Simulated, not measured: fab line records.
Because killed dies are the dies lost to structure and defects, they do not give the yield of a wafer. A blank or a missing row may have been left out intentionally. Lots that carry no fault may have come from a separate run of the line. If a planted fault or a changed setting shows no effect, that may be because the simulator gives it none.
Code-filled problem report in 8D (eight disciplines) form :: flow n5Finfet :: the parts of the form that need people (team, actions taken, sign-off) are left out

== 1. WHAT WENT WRONG ==
N5_BEOL_M4_ETCH_74, etchRfOnTimeS: mean 3.79 s over 1 wafer from 1 lot; wafers with no fault: 5.22 s, standard deviation 0.18. That puts it -7.9 standard deviations away from the usual mean.
The step: etches underlayer in N2/H2, target depth 6.5 nm, time 5.2 s.
First observed at day 10 16:27: wafer L169.4, on rieDiel-03. The record has a number at this step for 29 wafers belonging to 10 lots. Rule for "out" (also "out of limits"): further than 4 standard deviations from the usual mean. The other wafers with a number count as sound.

== 2. WHAT IT IS; WHAT IT IS NOT ==
question: which readings at this step
is: etchRfOnTimeS
is not: rfVppV, showerheadPlenumPTorr, throttleValvePct

question: which lots
is: L169
is not: L158, L159, L160, L161, L162, L170, L171, L174, L181

question: which wafers of those lots
is: L169.4
is not: L169.3

question: read on which tools
is: rieDiel-03
is not: rieDiel-04

question: when
is: from day 10 16:27
is not: up to then (19 sound wafers); but 9 sound wafers of L171, L174, L181 came after

== 3. THE SUSPECTS, EACH WITH WHAT RULES IT OUT ==
Counting: a tool at a process step up to the reading stays a suspect if it ran every lot that is out. Sound lots after the first of them don't rule it out here, since some wafers of a struck lot are sound.
- rieDiel-03 at N5_BEOL_M4_ETCH_74 (etches underlayer in N2/H2, target depth 6.5 nm, time 5.2 s): kept. L169, the lot that is out, went through it at day 10 16:27; up to then, the latest sound lot through it was L161 at day 8 12:26. On those wafers its own readings are out: etchRfOnTimeS.
- Within rieDiel-03 at N5_BEOL_M4_ETCH_74: the wafers that are out ran in chamber 2; their sound lot-mates ran in chamber 3.
After counting, what remains is rieDiel-03 at N5_BEOL_M4_ETCH_74.

== 4. THE CAUSE (what the simulator had put in) ==
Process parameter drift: rieDiel-03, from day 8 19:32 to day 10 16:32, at N5_BEOL_M4_ETCH_74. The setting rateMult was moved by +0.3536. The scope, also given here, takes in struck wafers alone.
This tool alone remained once counting was done.

== 5. THE EFFECT CHAIN, in route order ==
Rows list readings where the struck wafers' mean (over those with a number) sits beyond 3 standard deviations from the usual. Readings are gone through only where the record gives a usual standard deviation; hours: the median, over the lots, of the time from a lot's start at the first step in this table giving one to that lot's start at this step; sigmas: the change measured in usual standard deviations.
hours: 0
step: N5_BEOL_M4_ETCH_74
reading: etchRfOnTimeS
usual: 5.22 s
on struck wafers: 3.79
change: -1.43
sigmas: -7.9

hours: 0
step: N5_BEOL_M4_ETCH_74
reading: oesProductAu
usual: 0.70 a.u.
on struck wafers: 0.95
change: +0.25
sigmas: +3.2
Process steps it contains:
- N5_BEOL_M4_ETCH_74: etches underlayer in N2/H2, target depth 6.5 nm, time 5.2 s.
Later steps that measure or inspect, where all struck wafers having a row at the step show a number for every such reading and not one has moved that far: N5_BEOL_M4_RC_MEAS_101.

== 6. HOW IT WOULD HAVE BEEN CAUGHT EARLIER ==
First out-of-limits reading in this record: day 10 16:27, which is 45 hours after fault onset at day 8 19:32.
